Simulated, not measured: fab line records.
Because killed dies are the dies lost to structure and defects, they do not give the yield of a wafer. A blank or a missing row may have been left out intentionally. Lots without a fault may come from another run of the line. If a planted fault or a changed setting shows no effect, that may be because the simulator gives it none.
A lot that was struck, set against a sound lot    flow n5_finfet    15 steps out of a route of 1938
Sound: the wafers L703.1, L703.3, L703.6. Struck: wafer L716.2. (L716.1 of the same lot was not struck and is left out.) The cause comes at the end.
Per side, at each step with rows, come the tool, then ch with its chambers, and then its first start. Under that, the readings that differ: sound wafers    struck wafers    difference of the means    sigmas: that difference in standard deviations of wafers without a fault.
alike: a reading whose means differ by less than 2 such deviations, as well as words and numbers matching on both sides. not compared: withheld readings; readings where some wafer has no value; bounds like >300 that might hide an equal value; numbers whose values overlap and for which the record gives no deviation.
The two part at a step that has a row with sigmas, a row that says differs or no value, or rows on one side only. Numbers that have no deviation but don't overlap get no sigmas and don't part them. A reading that every wafer of one side lacks parts them only if that side has two wafers or more.

N5_BEOL_M10_STRIP_77: strips in N2/H2, time 10 s.
  sound on rie_diel-06 ch 1,2; struck on rie_diel-01 ch 2
reading                      sound        struck  difference  sigmas
drypump_motor_current_A (A)  6.6 6.3 6.3  5.2     -1.2        -2
  alike: h2_flow_sccm, oes_product_au, rf_vpp_V, showerhead_plenum_p_Torr, throttle_valve_pct
  not compared: rf_hours_counter_h
N5_BEOL_M10_OCD_MEAS_38:
  sound on ocd-01, day 12 07:49; struck on ocd-02, day 15 02:34
  alike: trench_depth_nm
then, 4 steps without rows for these wafers: N5_BEOL_M10_HM_STRIP_39 (strips TiN in peroxide tin strip, target depth 25 nm, time 158 s); N5_BEOL_M10_SRD_40 (time 30 s); N5_BEOL_M10_PRECLEAN_42 (cleans in residue remover, time 60 s); N5_BEOL_M10_SRD_43 (time 30 s).
N5_BEOL_M10_CD_MEAS_35: the cd target is 70 nm.
  sound on cd_sem-02, day 12 07:58; struck on cd_sem-03, day 15 02:43
  alike: cd_nm
N5_BEOL_M10_CURE_72: cures SiCOH lowk, time 120 s.
  sound on uv_cure-03 ch 1, day 12 08:00; struck on uv_cure-03 ch 2, day 15 02:46
  alike: lamp_power_pct, wafer_temp_C_max
then, 1 step without rows for these wafers: N5_BEOL_M10_DEGAS_44 (time 60 s).
N5_BEOL_M10_PRE_CLEAN_45: time 30 s.
  sound on pvd_sputter-03, day 12 08:54; struck on pvd_sputter-01, day 15 05:05
  alike: heater_power_w
then, 1 step without rows for these wafers: N5_BEOL_M10_ALD_74 (deposits TaN, target thk 2 nm, pulse time 2 s, purge time 3 s).
N5_BEOL_M10_SURFACE_TREAT_76:
  sound on pvd_sputter-01, day 12 09:21; struck on pvd_sputter-01, day 15 05:34
  not compared: throttle_valve_pct
N5_BEOL_M10_CVD_75: deposits Co from CCTBA/H2, target thk 2 nm, time 138.9 s.
  sound on cvd_co-01 ch 0,2, day 12 09:25; struck on cvd_co-01 ch 1, day 15 05:40
reading           sound              struck  difference  sigmas
run_length_s (s)  161.4 161.9 161.4  158.3   -3.3        -8
  not compared: since_wet_clean_h
N5_BEOL_M10_SPUTTER_48: material Cu, target thk 12 nm, time 2 s.
  sound on pvd_sputter-01, day 12 09:39; struck on pvd_sputter-01, day 15 05:51
  alike: throttle_valve_pct
following that, these wafers have no rows for 1 step: N5_PASSIVATION_PROBE_49.

WHERE THEY PART
At N5_BEOL_M10_STRIP_77 first; at N5_BEOL_M10_CVD_75 last (within this record only). Later steps at which nothing parts them and some readings are alike: N5_BEOL_M10_SPUTTER_48.

WHY: what the simulator had put in
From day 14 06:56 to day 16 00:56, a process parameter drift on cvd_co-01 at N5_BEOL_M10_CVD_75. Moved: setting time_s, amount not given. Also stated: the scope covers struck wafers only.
